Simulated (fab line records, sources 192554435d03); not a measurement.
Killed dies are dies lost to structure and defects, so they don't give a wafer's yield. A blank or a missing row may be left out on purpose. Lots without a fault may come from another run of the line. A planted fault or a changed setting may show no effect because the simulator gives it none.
Split-lot experiment | flow n5_finfet | 7 lots, 21 wafers read, on a route of 1938 steps

THE SPLIT
At N5_BEOL_M7_ETCH_61 (etches SiARC in CF4, target depth 45.5 nm, time 75.8 s), the setting source_w was moved away from the recipe's 545 W on 6 of the 21 wafers read, by -17.7% to +11.4%. The other wafers ran this setting at the recipe's value.

The reading is taken at the split's own step.

THE READING
rf_vpp_V, in V, at N5_BEOL_M7_ETCH_61 (etches SiARC in CF4, target depth 45.5 nm, time 75.8 s). Fault-free wafers of this fab line usually give 184.1 V, standard deviation 1.1 V.

wafer  | tool, chamber at the split | source_w as run, W | against the recipe | rf_vpp_V, V | against lot-mates on the recipe
L074.1 | rie_diel-06, 3             | 545                | recipe             | 182.6       | -
L074.4 | rie_diel-06, 1             | 517.7              | -5.0%              | 187.6       | +5.0
L074.5 | rie_diel-06, 3             | 517.7              | -5.0%              | 186.9       | +4.3
L084.1 | rie_diel-02, 0             | 545                | recipe             | 186.0       | -
L084.2 | rie_diel-02, 3             | 545                | recipe             | 185.0       | -
L084.5 | rie_diel-02, 1             | 545                | recipe             | 185.8       | -
L087.3 | rie_diel-06, 1             | 480.2              | -11.9%             | 191.5       | +7.4
L087.5 | rie_diel-06, 0             | 545                | recipe             | 184.3       | -
L087.6 | rie_diel-06, 1             | 545                | recipe             | 183.8       | -
L089.2 | rie_diel-06, 1             | 545                | recipe             | 184.9       | -
L089.4 | rie_diel-06, 0             | 545                | recipe             | 184.5       | -
L089.6 | rie_diel-06, 3             | 545                | recipe             | 183.3       | -
L086.2 | rie_diel-06, 0             | 545                | recipe             | 183.9       | -
L086.5 | rie_diel-06, 2             | 545                | recipe             | 185.0       | -
L086.6 | rie_diel-06, 3             | 545                | recipe             | 182.9       | -
L093.1 | rie_diel-04, 3             | 545                | recipe             | 184.4       | -
L093.2 | rie_diel-04, 1             | 606.9              | +11.4%             | 177.7       | -6.7
L093.4 | rie_diel-04, 1             | 606.9              | +11.4%             | 177.5       | -6.9
L094.3 | rie_diel-06, 3             | 448.3              | -17.7%             | 196.7       | +12.6
L094.4 | rie_diel-06, 0             | 545                | recipe             | 184.2       | -
L094.5 | rie_diel-06, 1             | 545                | recipe             | 183.9       | -

THE FIT
A straight line over all 21 wafers: rf_vpp_V changes by -0.636 V for each +1% of source_w; r = -0.98; the points scatter about the line by 0.89 V.
The same after taking each lot's own level away (the mean of its wafers on the recipe; 21 wafers): -0.668 V for each +1%; r = -0.99; scatter 0.69 V.
On that fit, the largest move of source_w shifts the reading by 12 V.
The lots' own levels span 182.60 to 185.60 V, that is 2.7 times the standard deviation above.
So the lot-to-lot level changes the slope little: the two slopes agree.
Check: with one of the wafers moved furthest among these (-17.7%) left out of the fit, the line predicts +11.6 V for it against its lot-mates. It came out at +12.6 V against them.
Tool readings at the split's step, against how far the setting was moved: etch_rf_on_time_s r = -0.96; rf_vpp_V r = -0.98.

OTHER SPLITS ON THESE WAFERS
These wafers also went through other splits before the reading. Each is held against what the fit with the lots' levels taken away leaves over:
other split on the same wafers   | wafers away from the commonest value | r with rf_vpp_V (lot level and that fit taken away)
N5_BEOL_M6_TRENCH_ETCH_37 bias_w | 8                                    | +0.10

THE WHOLE CHAIN: every reading that the file lists as answering this split, in the file's order
step               | what it does                                           | reading           | change (the file's fit)              | r (the file's)
N5_BEOL_M7_ETCH_61 | etches SiARC in CF4, target depth 45.5 nm, time 75.8 s | etch_rf_on_time_s | withheld for each +1% of the setting | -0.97
N5_BEOL_M7_ETCH_61 | etches SiARC in CF4, target depth 45.5 nm, time 75.8 s | rf_vpp_V          | -0.677 V for each +1% of the setting | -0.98

THE FILE'S OWN FIT
rf_vpp_V changes by -0.677 V for each +1% of source_w, r = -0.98.
